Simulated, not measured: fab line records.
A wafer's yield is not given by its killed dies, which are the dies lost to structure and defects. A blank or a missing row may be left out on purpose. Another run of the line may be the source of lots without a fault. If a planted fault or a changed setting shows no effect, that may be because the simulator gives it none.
Split-lot study	flow n5 finfet	39 wafers read from 7 lots, route of 1938 steps

THE SPLIT ITSELF
At N5_FIN_SAQP_HM_DEP_03 (deposits SiNx from SiH4/NH3/N2, target thk 38 nm, time 33.6 s), the setting time s was moved away from the recipe's 33.6 s on 15 of the 39 wafers read, by -9.8% to +6.5%. For the rest of the wafers, this setting stayed at what the recipe calls for.

FROM THE SPLIT TO THE READING: what the file shows between them, 15 steps
- N5_FIN_SAQP_THK_MEAS_05
- N5_FIN_SAQP_EXPOSE_13: exposes mask FIN CORE, target cd 35.6 nm (also split here: dose mj)
- N5_FIN_SAQP_PEB_14: peb time 60 s
- N5_FIN_SAQP_DEVELOP_15: develop time 30 s
- N5_FIN_SAQP_CD_MEAS_16: target cd 35.6 nm
- N5_FIN_SAQP_MANDREL_ETCH_22: etches a-Si in HBr/Cl2, stops on SiNx, target depth 60 nm, bt time 10 s, time 30 s (also split here: over etch frac)
- N5_FIN_SAQP_STRIP_55: strips in N2/H2
- N5_FIN_SAQP_STRIP_23: strips in SPM, time 750 s
- N5_FIN_SAQP_SPACER2_ALD_28: deposits SiO2, target thk 8.1 nm, pulse time 1 s, purge time 2 s
- N5_FIN_SAQP_SPACER2_ETCHBACK_29: etches SiO2 in CHF3/O2, target depth 12.2 nm, time 6.1 s
- N5_FIN_SAQP_MANDREL2_REMOVE_60: chemistry HBr/Cl2/O2, target a-Si, stops on SiNx, bt time 10 s
- N5_FIN_SAQP_HM_OPEN_33: chemistry CH3F/O2, target SiNx, target depth 49.4 nm, time 70.6 s
- N5_FIN_SAQP_ETCH_34: etches SiO2 in C4F6/O2, target depth 45 nm, time 15 s
- N5_FIN_SAQP_STRIP_77: strips in N2/H2, time 90 s
- N5_FIN_SAQP_PRECLEAN_38: cleans in O3/DIW, time 45 s

THE READING
SiNx_of_FIN_SAQP_HM_DEP_03.thk nm (the simulator's own value, which no gauge read), in nm, at N5_FIN_SAQP_PRECLEAN_45 (cleans in dHF, time 10 s). No usual value for it is given in the file. Here, 24 wafers ran the recipe; their average is 20.8 nm with a standard deviation of 0.49 nm.

wafer	tool, chamber at the split	time s as run, s	against the recipe	SiNx_of_FIN_SAQP_HM_DEP_03.thk nm, nm	against lot-mates on the recipe
L077.1	pecvd-04, 0	33.6	recipe	20.4	-
L077.2	pecvd-04, 1	33.6	recipe	20	-
L077.3	pecvd-04, 0	31.07	-7.5%	18.4	-1.8
L077.4	pecvd-04, 1	31.07	-7.5%	17.8	-2.4
L077.6	pecvd-04, 0	31.07	-7.5%	17.8	-2.4
L077.5	pecvd-04, 1	33.6	recipe	20.2	-
L078.1	pecvd-04, 1	35.79	+6.5%	21.8	+1.1
L078.2	pecvd-04, 0	35.79	+6.5%	22.4	+1.7
L078.3	pecvd-04, 1	33.6	recipe	20.8	-
L078.4	pecvd-04, 0	33.6	recipe	20.6	-
L078.5	pecvd-04, 0	33.6	recipe	20.6	-
L078.6	pecvd-04, 1	35.79	+6.5%	22	+1.3
L083.1	pecvd-04, 0	30.56	-9.0%	16.6	-4.3
L083.2	pecvd-04, 1	33.6	recipe	20.8	-
L083.6	pecvd-04, 2	33.6	recipe	20.8	-
L083.3	pecvd-04, 2	30.56	-9.0%	17	-3.9
L083.4	pecvd-04, 1	33.6	recipe	21	-
L083.5	pecvd-04, 0	30.56	-9.0%	17.6	-3.3
L084.1	pecvd-01, 1	33.6	recipe	20.2	-
L084.2	pecvd-01, 0	33.6	recipe	20.6	-
L084.6	pecvd-01, 1	33.6	recipe	20.6	-
L084.3	pecvd-01, 2	33.6	recipe	21.6	-
L084.5	pecvd-01, 2	33.6	recipe	21.6	-
L084.4	pecvd-01, 0	33.6	recipe	21	-
L091.1	pecvd-04, 0	35.27	+5.0%	22.2	+1.7
L091.2	pecvd-04, 1	33.6	recipe	20.4	-
L091.6	pecvd-04, 1	33.6	recipe	20.4	-
L091.3	pecvd-04, 2	33.6	recipe	20.6	-
L091.4	pecvd-04, 2	35.27	+5.0%	22.6	+2.1
L091.5	pecvd-04, 0	35.27	+5.0%	23.2	+2.7
L093.1	pecvd-02, 1	30.31	-9.8%	16.4	-5.1
L093.2	pecvd-02, 0	30.31	-9.8%	17.6	-3.9
L093.3	pecvd-02, 2	33.6	recipe	21	-
L093.4	pecvd-02, 1	30.31	-9.8%	17.2	-4.3
L093.5	pecvd-02, 2	33.6	recipe	21.6	-
L093.6	pecvd-02, 0	33.6	recipe	22	-
L095.1	pecvd-01, 0	33.6	recipe	20.4	-
L095.3	pecvd-01, 1	33.6	recipe	20.6	-
L095.4	pecvd-01, 2	33.6	recipe	21	-

FIT RESULTS
A straight line over all 39 wafers: SiNx_of_FIN_SAQP_HM_DEP_03.thk nm changes by +0.354 nm for each +1% of time s; r = +0.95; the points scatter about the line by 0.56 nm.
The same after taking each lot's own level away (the mean of its wafers on the recipe; 39 wafers): +0.376 nm for each +1%; r = +0.96; scatter 0.56 nm.
The reading moves by 3.7 nm for the largest change in time s, on that fit.
Measured against the standard deviation above, the lots' own levels, which go from 20.20 to 21.53 nm, span 2.7 times it.
Hence the lot-to-lot level has little effect on the slope; both slopes agree.
Check: -3.6 nm against its lot-mates is what the line predicts for one of the wafers moved furthest among these (-9.8%) when that wafer is left out of the fit. It came out at -5.13 nm against them.

FURTHER SPLITS ON THESE WAFERS
These wafers also went through other splits before the reading. Each is held against what the fit with the lots' levels taken away leaves over:
other split on the same wafers	wafers away from the commonest value	r with SiNx_of_FIN_SAQP_HM_DEP_03.thk nm (lot level and that fit taken away)
N5_FIN_SAQP_EXPOSE_13 dose mj	18	-0.17
N5_FIN_SAQP_MANDREL_ETCH_22 over etch frac	15	-0.26

THE WHOLE CHAIN: every reading that the file lists as answering this split, in the file's order
step	what it does	reading	change (the file's fit)	r (the file's)
N5_FIN_SAQP_HM_DEP_03	deposits SiNx from SiH4/NH3/N2, target thk 38 nm, time 33.6 s	SiNx_of_FIN_SAQP_HM_DEP_03.thk nm (the simulator's own value, which no gauge read)	+0.371 nm for each +1% of the setting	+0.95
N5_FIN_SAQP_THK_MEAS_05		thk nm	withheld for each +1% of the setting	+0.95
N5_FIN_SAQP_MANDREL2_REMOVE_60	chemistry HBr/Cl2/O2, target a-Si, stops on SiNx, bt time 10 s	SiNx_of_FIN_SAQP_HM_DEP_03.thk nm (the simulator's own value, which no gauge read)	+0.362 nm for each +1% of the setting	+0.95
N5_FIN_SAQP_HM_OPEN_33	chemistry CH3F/O2, target SiNx, target depth 49.4 nm, time 70.6 s	etch rf on time s	withheld for each +1% of the setting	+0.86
N5_FIN_SAQP_HM_OPEN_33	chemistry CH3F/O2, target SiNx, target depth 49.4 nm, time 70.6 s	etch.depth nm (the simulator's own value, which no gauge read)	+0.367 nm for each +1% of the setting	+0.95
N5_FIN_SAQP_PRECLEAN_45	cleans in dHF, time 10 s	SiNx_of_FIN_SAQP_HM_DEP_03.thk nm (the simulator's own value, which no gauge read)	+0.38 nm for each +1% of the setting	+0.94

THE FILE'S OWN FIT
SiNx_of_FIN_SAQP_HM_DEP_03.thk nm changes by +0.38 nm for each +1% of time s, r = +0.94.
